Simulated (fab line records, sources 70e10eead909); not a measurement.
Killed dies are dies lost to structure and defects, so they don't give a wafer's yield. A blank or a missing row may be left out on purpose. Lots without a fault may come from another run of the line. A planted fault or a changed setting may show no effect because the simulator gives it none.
fab line records | flow nand_harc | part 2 of 2: steps 20 to 26 of 26
record lots=5 wafers=15 last_day=31
route steps=1302 shown A_CHANNEL_HOLE_D2@570
lots that met no fault: from a run of the same line without faults
start_h: hours from the record's first day to the start of the lot's first wafer shown | wait_h: hours since the lot's step before | " the same as in the row above | L1.1+2: a row that stands for several wafers | - no value, or no start given | * or withheld: withheld | < > ~ a bound
route shown NAME@n: a module of which the file shows steps, and the number in the route of the first | usual: mean/standard deviation of fault-free wafers | same: alike in all rows | chamber/n: place in a boat | sites: the reading at each site | _std_site: their standard deviation | _edge_site: outer sites' mean less inner sites' | radius_mm: how far each site lies from the wafer's centre | mask NAME#n: copy n | behind: the tool/chamber that last shaped the wafer | hold: why the lot was held/for how many hours/how that ended | device: the transistor (n, p or np) that didn't switch | end of line: the same wafers' tests at the end of the route | a step without rows: its recipe alone | killed: dies lost to structure and defects at the first sort, not the wafer's yield | map: a wafer's dies, x killed, . not, _ none there
set.NAME: the setting as run; set.NAME@STEP: as run at that earlier step | model.NAME: the simulator's own value behind a step, which no gauge read
lots at some steps of the route; a table a step, a row a wafer
services: from which hour (start_h, from the record's first day; less than 0 if before it) a tool's chamber was out of use, for how many hours, and why
## steps
# step NHARC_A_CHANNEL_HOLE_D2_ETCH_16
# recipe target_depth_a=31000 over_etch_frac=0.3 time_s=806 ion_energy_ev=150 o2_flow_sccm=400 cos_flow_sccm=20 ar_flow_sccm=0 rf_w=500 bias_w=300 chemistry=O2/COS
# usual drypump_motor_current_A=5.6/0.45 oes_product_au=0.998/0.0088 rf_fwd_power_W=499.4/1.5 rf_vpp_V=314.2/1.4 showerhead_plenum_p_Torr=3.12/0.089 throttle_valve_pct=28.330/0.0094
# columns lot.wafer tool chamber start_h wait_h drypump_motor_current_A oes_product_au rf_fwd_power_W rf_hours_counter_h rf_vpp_V showerhead_plenum_p_Torr throttle_valve_pct
L078.3 rie_diel-13 2 - - 5.5 1.015 501.5 9 314.1 2.99 28.329
L078.5 " 2 " " 5.5 0.996 501.5 - 312.6 2.99 28.329
L078.6 " 3 " " 5.9 0.991 499.4 - 314.1 3.10 28.331
L080.2 rie_diel-08 1 - - 5.1 1.003 499.7 8 312.2 3.05 28.334
L080.1 " 2 " " 5.3 0.992 498.1 8 314.4 3.11 28.339
L080.4 " 1 " " 5.1 1.002 500.7 - 313.2 3.05 28.328
L082.2 rie_diel-08 2 - - 5.3 0.980 499.1 0 314.7 3.11 28.343
L082.3 " 3 " " 5.7 1.000 496.9 0 316.2 3.22 28.333
L082.1 " 0 " " 6.0 0.991 499.6 0 313.5 3.10 28.313
L088.3 rie_diel-08 1 - - 5.1 0.992 500.3 5 313.5 3.05 28.340
L088.1 " 2 " " 5.2 0.987 500.5 5 314.3 3.11 28.320
L088.6 " 1 " " 5.1 1.000 500.9 - 314.1 3.05 28.334
L090.4 rie_diel-13 1 - - 6.6 1.007 501.3 7 315.1 3.23 28.327
L090.6 " 2 " " 5.5 1.010 500.1 - 311.5 2.99 28.347
L090.5 " 3 " " 6.0 0.989 498.2 - 312.8 3.10 28.334
# step NHARC_A_CHANNEL_HOLE_D2_CD_MEAS_18
# usual cd_nm=98.8/1.7
# columns lot.wafer tool chamber start_h wait_h cd_nm
L078.3 cd_sem-02 - 324.72 - 98.0
L078.5 " - " " 101.5
L078.6 " - " " 97.5
L080.1 cd_sem-02 - 360.03 - 102.6
L080.2 " - " " 101.8
L080.4 " - " " 102.4
L082.1 cd_sem-03 - 386.73 - 100.3
L082.2 " - " " 99.9
L082.3 " - " " 99.0
L088.1 cd_sem-03 - 449.97 - 98.5
L088.3 " - " " 100.3
L088.6 " - " " 98.1
L090.4 cd_sem-01 - 459.77 - 101.3
L090.5 " - " " 101.3
L090.6 " - " " 98.9
# step NHARC_A_CHANNEL_HOLE_D2_ETCH_19
# recipe bias_v=1200 source_w=2500 pressure_mtorr=15 time_s=34.5 ar_flow_sccm=375 c4f8_flow_sccm=28.8 o2_flow_sccm=96.2 temp_c=-20 target_depth_a=* chemistry=C4F8/O2/Ar
# usual drypump_motor_current_A=5.99/0.27 rf_fwd_power_W=2442/9.8 showerhead_plenum_p_Torr=3.67/0.15 throttle_valve_pct=37.038/0.0082
# columns lot.wafer tool chamber start_h wait_h drypump_motor_current_A rf_fwd_power_W rf_hours_counter_h showerhead_plenum_p_Torr throttle_valve_pct
L078.3 har_etch-02 0 327.19 2.5 5.87 2453 - 3.76 37.033
L078.5 " 1 " " 6.52 2443 - 3.43 37.034
L078.6 " 0 " " 5.89 2458 - 3.76 37.038
L080.2 har_etch-01 1 360.11 0.1 5.87 2433 198 3.54 37.045
L080.1 " 0 " " 5.82 2445 198 3.72 37.037
L080.4 " 1 " " 5.87 2447 - 3.54 37.045
L082.2 har_etch-01 0 388.95 2.2 5.83 2442 210 3.72 37.028
L082.1 " 1 " " 5.86 2443 210 3.54 37.036
L082.3 " 0 " " 5.83 2429 - 3.72 37.045
L088.1 har_etch-02 1 451.81 1.8 6.52 2441 26 3.97 37.033
L088.3 " 0 " " 5.84 2468 - 3.72 37.051
L088.6 " 0 " " 5.84 2461 - 3.72 37.055
L090.4 har_etch-01 1 463.06 3.3 5.87 2443 - 3.51 37.031
L090.6 " 1 " " 5.89 2442 - 3.51 37.037
L090.5 " 0 " " 5.82 2430 - 3.68 37.049
# step NHARC_A_CHANNEL_HOLE_D2_ETCH_20
# recipe bias_v=3000 source_w=withheld pressure_mtorr=20 time_s=361.9 ar_flow_sccm=375 c4f8_flow_sccm=89.3 o2_flow_sccm=35.7 temp_c=-20 target_depth_a=16000 chemistry=C4F8/O2/Ar
# usual drypump_motor_current_A=5.99/0.27 showerhead_plenum_p_Torr=3.63/0.15 throttle_valve_pct=32.155/0.0089
# columns lot.wafer tool chamber start_h wait_h drypump_motor_current_A rf_hours_counter_h showerhead_plenum_p_Torr throttle_valve_pct
L078.3 har_etch-02 0 327.41 0.2 5.85 - 3.72 32.172
L078.5 " 1 " " 6.55 - 3.40 32.168
L078.6 " 0 " " 5.85 - 3.71 32.156
L080.2 har_etch-01 1 360.22 0.1 5.87 198 3.51 32.151
L080.1 " 0 " " 5.83 198 3.68 32.142
L080.4 " 1 " " 5.85 - 3.51 32.140
L082.2 har_etch-01 0 389.06 0.1 5.81 210 3.67 32.140
L082.1 " 1 " " 5.86 210 3.50 32.151
L082.3 " 0 " " 5.83 - 3.67 32.137
L088.1 har_etch-02 1 451.92 0.1 6.52 26 3.92 32.151
L088.3 " 0 " " 5.92 - 3.68 32.156
L088.6 " 0 " " 5.90 - 3.68 32.144
L090.4 har_etch-01 1 463.24 0.2 5.85 - 3.47 32.172
L090.6 " 1 " " 5.85 - 3.47 32.162
L090.5 " 0 " " 5.83 - 3.64 32.154
# step NHARC_A_CHANNEL_HOLE_D2_ETCH_21
# recipe bias_v=3000 source_w=withheld pressure_mtorr=20 time_s=514.3 ar_flow_sccm=375 c4f8_flow_sccm=89.3 o2_flow_sccm=35.7 temp_c=-20 target_depth_a=16000 chemistry=C4F8/O2/Ar
# usual drypump_motor_current_A=5.99/0.27 showerhead_plenum_p_Torr=3.63/0.15 throttle_valve_pct=32.155/0.0095
# columns lot.wafer tool chamber start_h wait_h drypump_motor_current_A rf_hours_counter_h showerhead_plenum_p_Torr throttle_valve_pct
L078.3 har_etch-02 0 327.78 0.3 5.85 - 3.71 32.155
L078.5 " 1 " " 6.52 - 3.40 32.163
L078.6 " 0 " " 5.89 - 3.72 32.156
L080.2 har_etch-01 1 360.53 0.3 5.86 199 3.51 32.160
L080.1 " 0 " " 5.83 199 3.68 32.143
L080.4 " 1 " " 5.86 - 3.51 32.147
L082.2 har_etch-01 0 389.38 0.3 5.81 211 3.67 32.160
L082.1 " 1 " " 5.85 211 3.50 32.158
L082.3 " 0 " " 5.81 - 3.67 32.152
L088.1 har_etch-02 1 452.23 0.3 6.50 27 3.92 32.151
L088.3 " 0 " " 5.89 - 3.68 32.156
L088.6 " 0 " " 5.88 - 3.68 32.163
L090.4 har_etch-01 1 463.59 0.3 5.88 - 3.47 32.148
L090.6 " 1 " " 5.88 - 3.47 32.161
L090.5 " 0 " " 5.84 - 3.64 32.155
# step NHARC_A_CHANNEL_HOLE_D2_ETCH_22
# recipe bias_v=3000 source_w=withheld pressure_mtorr=20 time_s=666.7 ar_flow_sccm=375 c4f8_flow_sccm=89.3 o2_flow_sccm=35.7 temp_c=-20 target_depth_a=16000 chemistry=C4F8/O2/Ar
# usual drypump_motor_current_A=5.99/0.27 showerhead_plenum_p_Torr=3.63/0.15 throttle_valve_pct=32.155/0.0091
# columns lot.wafer tool chamber start_h wait_h drypump_motor_current_A rf_hours_counter_h showerhead_plenum_p_Torr throttle_valve_pct
L078.3 har_etch-02 0 328.30 0.4 5.88 - 3.71 32.153
L078.5 " 1 " " 6.50 - 3.40 32.152
L078.6 " 0 " " 5.87 - 3.71 32.154
L080.2 har_etch-01 1 360.98 0.4 5.86 199 3.51 32.154
L080.1 " 0 " " 5.81 199 3.68 32.166
L080.4 " 1 " " 5.86 - 3.51 32.146
L082.2 har_etch-01 0 389.81 0.4 5.84 211 3.67 32.158
L082.1 " 1 " " 5.87 211 3.50 32.156
L082.3 " 0 " " 5.84 - 3.67 32.158
L088.1 har_etch-02 1 452.68 0.4 6.53 27 3.92 32.160
L088.3 " 0 " " 5.90 - 3.68 32.163
L088.6 " 0 " " 5.90 - 3.68 32.145
L090.4 har_etch-01 1 464.08 0.4 5.89 - 3.47 32.166
L090.6 " 1 " " 5.86 - 3.47 32.161
L090.5 " 0 " " 5.82 - 3.64 32.153
# step NHARC_A_CHANNEL_HOLE_D2_ETCH_23
# recipe bias_v=5000 source_w=withheld pressure_mtorr=20 time_s=819 ar_flow_sccm=375 c4f8_flow_sccm=89.3 o2_flow_sccm=35.7 temp_c=-20 target_depth_a=16000 chemistry=C4F8/O2/Ar
# usual drypump_motor_current_A=5.99/0.27 showerhead_plenum_p_Torr=3.63/0.15 throttle_valve_pct=32.156/0.0095
# columns lot.wafer tool chamber start_h wait_h drypump_motor_current_A rf_hours_counter_h showerhead_plenum_p_Torr throttle_valve_pct
L078.3 har_etch-02 0 328.94 0.5 5.86 - 3.71 32.143
L078.5 " 1 " " 6.50 - 3.40 32.143
L078.6 " 0 " " 5.85 - 3.71 32.157
L080.2 har_etch-01 1 361.55 0.5 5.87 200 3.51 32.137
L080.1 " 0 " " 5.82 200 3.68 32.155
L080.4 " 1 " " 5.86 - 3.51 32.156
L082.2 har_etch-01 0 390.38 0.5 5.82 212 3.67 32.164
L082.1 " 1 " " 5.85 212 3.50 32.165
L082.3 " 0 " " 5.83 - 3.67 32.164
L088.1 har_etch-02 1 453.25 0.5 6.52 28 3.92 32.155
L088.3 " 0 " " 5.86 - 3.68 32.160
L088.6 " 0 " " 5.90 - 3.68 32.174
L090.4 har_etch-01 1 464.68 0.5 5.87 - 3.47 32.170
L090.6 " 1 " " 5.86 - 3.47 32.160
L090.5 " 0 " " 5.86 - 3.64 32.174
## services
# columns tool chamber start_h hours kind
acl_dep-03 - 302.94 13.0 pm
pecvd-01 - 311.21 13.0 pm
arfi_scanner-02 - 312.38 4.0 pm
litho_track-01 - 330.00 7.0 pm
rie_diel-08 2 335.88 5.3 repair
rie_diel-13 - 342.00 9.0 pm
arfi_scanner-03 - 352.01 6.6 repair
litho_track-06 - 354.00 7.0 pm
rie_diel-08 0 356.13 5.0 repair
arfi_scanner-02 - 365.52 1.2 repair
pecvd-03 - 366.29 13.0 pm
rie_diel-08 - 367.80 9.0 pm
acl_dep-01 - 367.92 13.0 pm
arfi_scanner-03 - 368.00 4.0 pm
har_etch-01 - 377.65 4.9 repair
litho_track-04 - 378.00 7.0 pm
pecvd-01 0 380.32 3.5 repair
har_etch-02 - 387.28 17.0 pm
rie_diel-08 0 390.50 23.0 repair
pecvd-02 - 409.59 13.0 pm
har_etch-02 - 414.25 12.5 repair
rie_diel-13 1 419.44 5.6 repair
arfi_scanner-01 - 424.00 4.0 pm
arfi_scanner-01 - 464.55 1.3 repair
